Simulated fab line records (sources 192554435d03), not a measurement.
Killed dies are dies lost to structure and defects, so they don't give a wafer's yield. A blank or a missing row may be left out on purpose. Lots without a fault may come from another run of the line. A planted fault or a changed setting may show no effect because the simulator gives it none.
fab line records	flow n5-finfet
[record] lots = 11	wafers = 31	last-day = 20
route steps=1938 shown ILD0@346 SDB@360
lots with no fault: from the same line, run without faults
start-h: hours from the record's first day to the start of the lot's first wafer shown	wait-h: how many hours have passed since the lot's step before this one	" as in the row above	L1.1+2: several wafers, shown together as one row	- no value present, or no start provided	* or withheld: withheld	< > ~ a bound
route shown NAME@n: NAME is a module with steps in the file, n the number in the route of the first one	usual: average and standard deviation across the fault-free wafers	same: alike in all rows	chamber/n: place in a boat	sites: readings site by site	_std_site: the standard deviation of these	_edge_site: outer sites' mean less inner sites'	radius-mm: how far each site lies from the wafer's centre	mask NAME#n: copy n	behind: tool/chamber where the wafer was last shaped	hold: the reason the lot was held/the length of the hold in hours/how it ended	device: the n, p or np transistor that did not switch	end of line: the tests these same wafers got at the end of their route	where a step has no rows: the recipe by itself	killed: dies that structure and defects cost at the first sort, which is not the same as the wafer's yield	map: a wafer's dies, marking killed ones x, the rest . and places with no die _
set.NAME: the setting the step ran with; set.NAME@STEP: the setting that earlier step ran with	model.NAME: the simulator's own value behind a step, which no gauge read
route steps across a sampled set of lots; one table per step, one row per wafer
services: a tool's chamber out of use, with start hour (start-h, from the record's first day; less than 0 if before it), hours out, and reason
[[steps]]
[step N5_ILD0_INSPECT_06]
[recipe] inspect-instrument = darkfield	mode = post-cmp
[usual] raw-defect-count = 37/17
lot.wafer	tool	chamber	start-h	wait-h	raw-defect-count
L777.2	defect-inspect-02	-	65.30	0.0	47
L777.3	"	-	"	"	58
L777.5	"	-	"	"	54
L779.4	defect-inspect-01	-	82.08	0.0	22
L779.5	"	-	"	"	30
L781.1	defect-inspect-01	-	88.71	0.0	28
L781.3	"	-	"	"	56
L781.6	"	-	"	"	20
L782.1	defect-inspect-02	-	95.68	0.0	39
L782.4	"	-	"	"	44
L782.6	"	-	"	"	34
L783.1	defect-inspect-01	-	102.12	0.0	17
L783.3	"	-	"	"	36
L783.6	"	-	"	"	21
L784.2	defect-inspect-01	-	107.96	0.0	40
L784.3	"	-	"	"	23
L784.4	"	-	"	"	36
L785.2	defect-inspect-02	-	112.85	0.0	39
L785.4	"	-	"	"	25
L785.5	"	-	"	"	33
L786.2	defect-inspect-01	-	122.78	0.0	26
L786.6	"	-	"	"	31
L787.1	defect-inspect-01	-	125.41	0.0	32
L787.4	"	-	"	"	40
L787.6	"	-	"	"	24
L797.4	defect-inspect-02	-	184.40	0.0	64
L797.5	"	-	"	"	32
L797.6	"	-	"	"	39
L800.1	defect-inspect-02	-	207.19	0.0	20
L800.4	"	-	"	"	31
L800.6	"	-	"	"	20
[step N5_SDB_ETCH_17]
[recipe] chemistry = CF4	target = SiARC	target-depth-a = 234	mask-material = CAR-ArF	time-s = 39	ion-energy-ev = 80	pressure-mtorr = 40	source-w = 545	bias-w = 36	Ar_flow_sccm = 100	cf4-flow-sccm = 100	ends = cleared
[usual] drypump-motor-current-A = 5.6/0.41	etch-rf-on-time-s = 38.9/1.1	oes-product-au = 0.65/0.05	rf-fwd-power-W = 533.4/2.5	rf-vpp-V = 183.9/1.2	showerhead-plenum-p-Torr = 2.12/0.073	throttle-valve-pct = 15.61/0.2
lot.wafer	tool	chamber	start-h	wait-h	drypump-motor-current-A	etch-rf-on-time-s	oes-product-au	rf-fwd-power-W	rf-hours-counter-h	rf-vpp-V	showerhead-plenum-p-Torr	throttle-valve-pct
L777.2	rie-diel-05	2	65.91	0.0	5.3	39.8	0.62	533.4	180	186.2	2.22	15.67
L777.3	"	1	"	"	6.2	38.2	0.70	534.7	97	186.0	2.14	15.71
L777.5	"	3	"	"	5.4	39.8	0.60	532.5	-	183.7	2.06	15.56
L779.4	rie-diel-05	2	82.72	0.0	5.2	40.1	0.61	534.0	185	185.4	2.22	15.68
L779.5	"	3	"	"	5.5	39.9	0.60	530.2	-	185.0	2.06	15.58
L781.1	rie-diel-01	1	89.32	0.0	5.9	40.1	0.71	535.6	79	185.2	2.26	15.35
L781.3	"	2	"	"	5.1	38.6	0.63	533.2	176	183.7	2.12	15.65
L781.6	"	3	"	"	5.0	39.5	0.68	531.5	-	182.9	2.07	15.66
L782.1	rie-diel-01	3	96.29	0.0	5.1	39.8	0.68	536.1	109	183.4	2.07	15.66
L782.4	"	0	"	"	6.2	38.1	0.61	533.3	206	185.0	2.21	15.78
L782.6	"	0	"	"	6.2	38.6	0.60	530.8	-	186.2	2.21	15.79
L783.1	rie-diel-05	2	102.73	0.0	5.2	40.2	0.60	537.5	191	185.5	2.22	15.69
L783.3	"	3	"	"	5.5	39.6	0.59	529.8	205	182.3	2.06	15.58
L783.6	"	2	"	"	5.3	40.4	0.60	532.3	-	184.1	2.22	15.68
L784.2	rie-diel-04	1	108.57	0.0	6.1	38.6	0.64	532.9	157	182.8	2.07	15.90
L784.3	"	2	"	"	5.6	37.1	0.81	534.5	10	184.5	2.21	15.76
L784.4	"	3	"	"	5.5	36.8	0.70	533.1	125	183.1	2.06	15.55
L785.2	rie-diel-05	2	113.33	0.0	5.3	40.5	0.61	533.1	194	184.7	2.22	15.69
L785.4	"	0	"	"	5.2	38.8	0.65	537.0	164	181.8	2.04	15.40
L785.5	"	1	"	"	6.2	38.6	0.69	533.7	-	184.1	2.14	15.76
L786.2	rie-diel-05	2	123.39	0.0	5.2	40.0	0.60	536.1	197	184.8	2.21	15.69
L786.6	"	2	"	"	5.3	40.1	0.61	537.5	-	184.5	2.22	15.69
L787.1	rie-diel-04	3	125.90	0.0	5.5	36.3	0.70	533.5	130	182.0	2.06	15.56
L787.4	"	0	"	"	5.9	39.0	0.67	536.0	115	183.6	2.13	15.14
L787.6	"	2	"	"	5.6	36.9	0.81	531.3	-	184.0	2.21	15.79
L797.4	rie-diel-05	0	185.00	0.0	5.1	38.8	0.64	535.6	190	182.5	2.03	15.43
L797.5	"	1	"	"	6.2	36.9	0.68	529.8	-	183.1	2.13	15.80
L797.6	"	0	"	"	5.1	38.7	0.63	535.6	-	184.7	2.03	15.43
L800.1	rie-diel-05	2	207.85	0.0	5.3	39.3	0.59	537.3	227	183.9	2.20	15.76
L800.4	"	0	"	"	5.2	39.0	0.63	536.1	195	182.8	2.03	15.44
L800.6	"	1	"	"	6.2	37.4	0.67	531.5	-	183.5	2.13	15.81
[step N5_SDB_CUT_ETCH_26]
[recipe] chemistry = HBr/Cl2/O2	target = Si	target-depth-a = 1296	bt-time-s = 20	mask-material = SiNx	time-s = 51.8	ion-energy-ev = *	bias-w = *	pressure-mtorr = 10	icp-w = 800	HBr_flow_sccm = 150	Cl2_flow_sccm = 80	O2_flow_sccm = 12
[usual] O2_flow_sccm = 12.00/0.038	drypump-motor-current-A = 5.6/0.43	he-backside-leak-sccm = 2.8/0.42	oes_o_777_au = 1.00/0.041	oes-product-au = 1.000/0.018	rf-fwd-power-W = *	throttle-valve-pct = 37.2/0.47
lot.wafer	tool	chamber	start-h	wait-h	O2_flow_sccm	drypump-motor-current-A	he-backside-leak-sccm	oes_o_777_au	oes-product-au	rf-fwd-power-W	rf-hours-counter-h	throttle-valve-pct
L777.2	rie-si-01	1	66.68	0.1	12.00	5.0	2.4	0.96	1.016	*	58	37.0
L777.3	"	3	"	"	12.03	5.4	2.5	0.99	0.982	*	130	37.6
L777.5	"	0	"	"	12.08	6.0	3.4	1.04	0.991	*	-	37.5
L779.4	rie-si-02	1	83.30	0.1	11.98	5.8	2.6	0.96	0.986	*	62	36.6
L779.5	"	3	"	"	11.98	6.5	2.2	1.01	0.986	*	-	37.3
L781.1	rie-si-06	1	89.90	0.1	12.00	5.3	2.4	1.00	0.988	*	129	37.4
L781.3	"	3	"	"	12.08	5.5	2.6	0.93	1.009	*	83	38.3
L781.6	"	3	"	"	11.98	5.5	2.7	0.93	1.014	*	-	38.3
L782.1	rie-si-06	3	96.87	0.1	11.97	5.5	2.6	0.94	1.011	*	83	38.3
L782.4	"	1	"	"	12.02	5.4	2.4	1.01	0.999	*	129	37.4
L782.6	"	3	"	"	12.03	5.6	2.6	0.94	1.012	*	-	38.3
L783.1	rie-si-06	3	103.31	0.1	11.94	5.5	2.7	0.93	1.006	*	83	38.3
L783.3	"	1	"	"	11.97	5.3	2.6	1.00	1.001	*	129	37.4
L783.6	"	2	"	"	12.06	5.1	2.9	0.96	1.020	*	-	37.2
L784.2	rie-si-02	0	109.24	0.1	12.02	5.6	3.0	0.95	1.007	*	4	36.5
L784.3	"	2	"	"	12.00	5.8	2.7	1.09	1.022	*	127	37.5
L784.4	"	3	"	"	11.99	6.5	2.4	1.01	0.985	*	4	37.3
L785.2	rie-si-02	1	113.91	0.1	11.94	5.8	2.6	0.96	0.979	*	63	36.6
L785.4	"	0	"	"	11.97	5.5	2.9	0.95	1.016	*	4	36.5
L785.5	"	2	"	"	12.02	5.8	2.9	1.09	1.019	*	-	37.5
L786.2	rie-si-02	1	124.22	0.1	12.01	5.7	2.6	0.95	0.975	*	63	36.6
L786.6	"	2	"	"	12.06	5.8	2.8	1.09	1.025	*	-	37.5
L787.1	rie-si-02	3	126.48	0.1	11.98	6.5	2.3	1.01	0.993	*	4	37.3
L787.4	"	2	"	"	11.99	5.8	2.8	1.08	1.021	*	127	37.5
L787.6	"	0	"	"	12.05	5.6	3.0	0.96	1.006	*	-	36.5
L797.4	rie-si-06	3	185.58	0.1	12.05	5.5	2.6	0.94	1.013	*	85	38.3
L797.5	"	3	"	"	11.99	5.6	2.7	0.93	1.010	*	-	38.3
L797.6	"	2	"	"	11.93	5.1	2.8	0.97	1.030	*	-	37.2
L800.1	rie-si-02	3	208.43	0.1	12.05	6.5	2.2	1.01	0.990	*	5	37.3
L800.4	"	2	"	"	11.97	5.8	2.7	1.08	1.016	*	128	37.5
L800.6	"	3	"	"	12.02	6.5	2.4	1.01	0.996	*	-	37.3
[step N5_SDB_CMP_30]
[recipe] stop-on = poly-Si	t-overpolish-s = 1.54	post-cmp-clean = alkaline-brush	down-force-psi = 4.1491	platen-rpm = 51.796	pad-velocity-m-s = 1.0306	target-thk-nm = 30
[usual] head-pressure-psi = 4.149/0.01	motor-current-A = 12.6/1.1	overpolish-run-s = 1.539/0.009	retaining-ring-pressure-frac = 1.001/0.0046	time-to-endpoint-s = 18/3.1
lot.wafer	tool	chamber	start-h	wait-h	head-pressure-psi	motor-current-A	overpolish-run-s	retaining-ring-pressure-frac	time-to-endpoint-s
L777.2	cmp-01	0	69.64	1.4	4.143	15.0	1.537	1.001	17
L777.3	"	2	"	"	4.151	12.5	1.537	1.001	15
L777.5	"	3	"	"	4.156	12.0	1.535	0.993	22
L779.4	cmp-03	2	86.33	1.5	4.136	12.9	1.532	0.992	15
L779.5	"	3	"	"	4.150	13.8	1.531	0.996	19
L781.3	cmp-03	1	92.81	1.4	4.159	12.8	1.539	1.002	23
L781.1	"	3	"	"	4.147	12.6	1.544	0.999	22
L781.6	"	1	"	"	4.152	13.7	1.547	1.003	23
L782.4	cmp-01	2	100.30	1.4	4.138	12.3	1.545	1.007	20
L782.1	"	3	"	"	4.158	11.6	1.534	1.004	20
L782.6	"	3	"	"	4.154	12.1	1.540	0.997	19
L783.3	cmp-01	3	106.23	1.4	4.158	12.0	1.543	0.998	18
L783.1	"	0	"	"	4.143	13.9	1.545	1.000	15
L783.6	"	0	"	"	4.160	14.2	1.530	1.007	14
L784.2	cmp-03	2	112.16	1.4	4.150	13.3	1.526	0.996	13
L784.3	"	0	"	"	4.139	13.6	1.523	1.004	17
L784.4	"	1	"	"	4.140	12.4	1.535	1.002	23
L785.4	cmp-01	0	116.83	1.4	4.151	14.3	1.553	0.998	16
L785.2	"	2	"	"	4.138	12.8	1.541	1.003	18
L785.5	"	1	"	"	4.127	11.6	1.549	1.000	14
L786.2	cmp-01	1	127.45	1.4	4.142	11.0	1.537	0.999	16
L786.6	"	0	"	"	4.159	14.2	1.541	1.014	19
L787.4	cmp-01	2	129.47	1.5	4.144	12.9	1.556	1.004	19
L787.1	"	3	"	"	4.150	11.8	1.536	1.002	23
L787.6	"	0	"	"	2.538	10.1	1.542	0.997	27
L797.4	cmp-03	1	189.07	0.1	4.149	12.4	1.543	0.994	15
L797.5	"	3	"	"	4.142	12.3	1.529	0.998	15
L797.6	"	0	"	"	4.144	13.6	1.535	1.000	15
L800.1	cmp-04	2	211.38	1.4	4.156	11.8	1.532	0.992	19
L800.4	"	0	"	"	4.146	11.9	1.561	0.996	19
L800.6	"	1	"	"	4.139	13.9	1.545	0.990	20
[[services]]
tool	chamber	start-h	hours	kind
cmp-04	-	59.80	5.8	pm
rie-diel-04	2	60.97	-	clean
rie-diel-04	2	60.97	-	consumable-replace:focus-ring
rie-diel-04	2	60.97	17.9	scheduled-down
cmp-01	-	64.88	1.9	repair
rie-si-06	-	74.70	2.8	pm
cmp-03	-	79.51	3.6	repair
cmp-01	-	82.29	1.2	repair
cmp-01	-	85.78	4.0	pm
cmp-01	-	89.78	-	consumable-replace:conditioner
cmp-01	-	89.78	-	consumable-replace:pad
rie-si-01	-	98.96	0.4	repair
cmp-03	-	103.92	6.0	pm
rie-si-06	1	124.86	13.7	repair
cmp-04	-	125.71	4.0	pm
rie-si-02	-	140.24	21.3	repair
cmp-01	-	143.49	16.2	pm
rie-si-02	0	169.51	14.8	repair
rie-diel-01	2	171.91	16.9	repair
cmp-04	-	177.98	9.0	pm
rie-diel-04	2	196.85	3.7	repair
cmp-03	-	204.67	4.0	pm
cmp-03	-	208.67	-	consumable-replace:conditioner
cmp-03	-	208.67	-	consumable-replace:pad
[[key]]
[first-sign] step = N5_SDB_CMP_30	reading = head-pressure-psi	direction = down	sigmas = 99+	usual = 4.149	struck = 2.538
effect none on later readings
met-at N5_SDB_CMP_30
struck-lots L787
struck-wafers L787.6
tester-left-out L787
not-acting-at N5_ILD0_INSPECT_06,N5_SDB_ETCH_17,N5_SDB_CUT_ETCH_26
onset-between 127.45 129.47
[fault] kind = process-parameter-drift	tool = cmp-01	chamber = 0	onset-h = 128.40	steps = N5_SDB_CMP_30	channel = down-force-psi	offset = -1.6237	shape = step	end-h = 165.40	acts-in = these-recipes-only	stated = 4.1491
// tester-left-out: of these lots the tester's yield and bins aren't shown, on N5 and GAA mostly nor the transistor test; their killed dies are dies lost to structure and defects alone, not to doping, threshold or leakage, so they don't give the yield
